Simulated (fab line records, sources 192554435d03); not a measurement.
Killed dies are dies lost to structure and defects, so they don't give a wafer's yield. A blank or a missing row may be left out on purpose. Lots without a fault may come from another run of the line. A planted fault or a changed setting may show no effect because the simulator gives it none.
A struck lot beside a sound one | flow n5_finfet | 15 steps out of a route of 1938
Sound: wafers L706.1, L706.3, L706.6. Struck: wafers L716.2, L716.3, L716.4. The cause comes at the end.
At each step with rows: each side's tool, then ch and its chambers, then its first start. Under that, the readings that differ: sound wafers | struck wafers | difference of the means | sigmas: that difference in standard deviations of wafers without a fault.
alike: readings whose means differ by less than 2 such deviations, and words and numbers that are the same on both sides. not compared: withheld readings, readings that some wafer has no value for, bounds like >300 that may hide the same value, and numbers for which the record gives no deviation and whose values overlap.
The two part at a step that has a row with sigmas, a row that says differs or no value, or rows on one side only. Numbers that don't overlap but have no deviation are shown without sigmas and don't part them. A reading that every wafer of one side lacks parts them only if that side has two wafers or more.

first, 2 steps without rows for these wafers: N5_STI_FIN_REVEAL_STRIP_35 (strips Si3N4 in H3PO4, target depth 4 nm, time 39 s); N5_STI_FIN_REVEAL_SRD_21 (time 30 s).
N5_STI_FIN_REVEAL_OXIDATION_33: chemistry O2 PLASMA REMOTE, time 20 s.
  sound on plasma_asher-01 ch 0,1, day 3 19:49; struck on plasma_asher-02 ch 0,1, day 6 07:39
  alike: drypump_motor_current_A, heater_power_w, o2_flow_sccm
  not compared: rf_hours_counter_h
then, 2 steps without rows for these wafers: N5_STI_FIN_REVEAL_CLEAN_19 (cleans in O3/DIW, time 120 s); N5_STI_FIN_REVEAL_SRD_23 (time 30 s).
N5_STI_FIN_REVEAL_CD_MEAS_22: target cd 6.238 nm, pitch 28 nm.
  sound on cd_sem-03, day 3 19:58; struck on cd_sem-02, day 6 07:49
  alike: cd_nm
N5_STI_FIN_REVEAL_FIN_H_MEAS_10:
  sound on ocd-02, day 3 20:00; struck on ocd-02, day 6 07:50
  alike: trench_depth_nm
then, 2 steps without rows for these wafers: N5_STI_FIN_REVEAL_PRECLEAN_18 (cleans in SC2, time 45 s); N5_STI_FIN_REVEAL_SRD_28 (time 30 s).
N5_STI_FIN_REVEAL_INSPECT_13: inspects for defects (darkfield).
  sound on defect_inspect-01, day 3 20:05; struck on defect_inspect-02, day 6 07:56
  alike: raw_defect_count
then, 2 steps without rows for these wafers: N5_DUMMY_GATE_PRECLEAN_00 (cleans in O3/DIW, time 60 s); N5_DUMMY_GATE_SRD_01 (time 30 s).
N5_DUMMY_GATE_ALD_02: deposits SiO2, target thk 2 nm, pulse time 1 s.
  sound on ald_sin-03 ch 0,1,2, day 3 20:11; struck on ald_sin-01 ch 0,1,2, day 6 08:01
  reading              | sound                | struck               | difference | sigmas
  susceptor_temp_C (C) | 300.04 300.20 299.97 | 296.34 296.24 296.34 | -3.76      | -20
  alike: heater_power_w, precursor_pulse_height_rel
then, 1 step without rows for these wafers: N5_DUMMY_GATE_CVD_03 (deposits a-Si from SiH4, target thk 150 nm, time 8042 s).
-- the record jumps here: 5 days lie between the struck wafers' starts before and after (it left off in module DUMMY_GATE and takes up again in module BEOL_M4, whose first step shown is number 1111 of the route) --
N5_BEOL_M4_RC_MEAS_101:
  sound on prober-01 ch 0, day 9 01:38; struck on prober-02 ch 0, day 11 12:47
  reading   | sound          | struck         | difference | sigmas
  VT_P (mV) | -244 -248 -249 | -256 -252 -255 | -7         | -2
  alike: DIBL_N, DIBL_P, IOFF_N, IOFF_P, ION_N, ION_P, SS_N, SS_P, VT_N

WHERE THEY PART
First at N5_DUMMY_GATE_ALD_02; last, within this record, at N5_BEOL_M4_RC_MEAS_101.

WHY: what the simulator had put in
Process parameter drift: ald_sin-01, from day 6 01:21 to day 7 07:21, at N5_DUMMY_GATE_ALD_02. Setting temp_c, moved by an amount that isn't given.
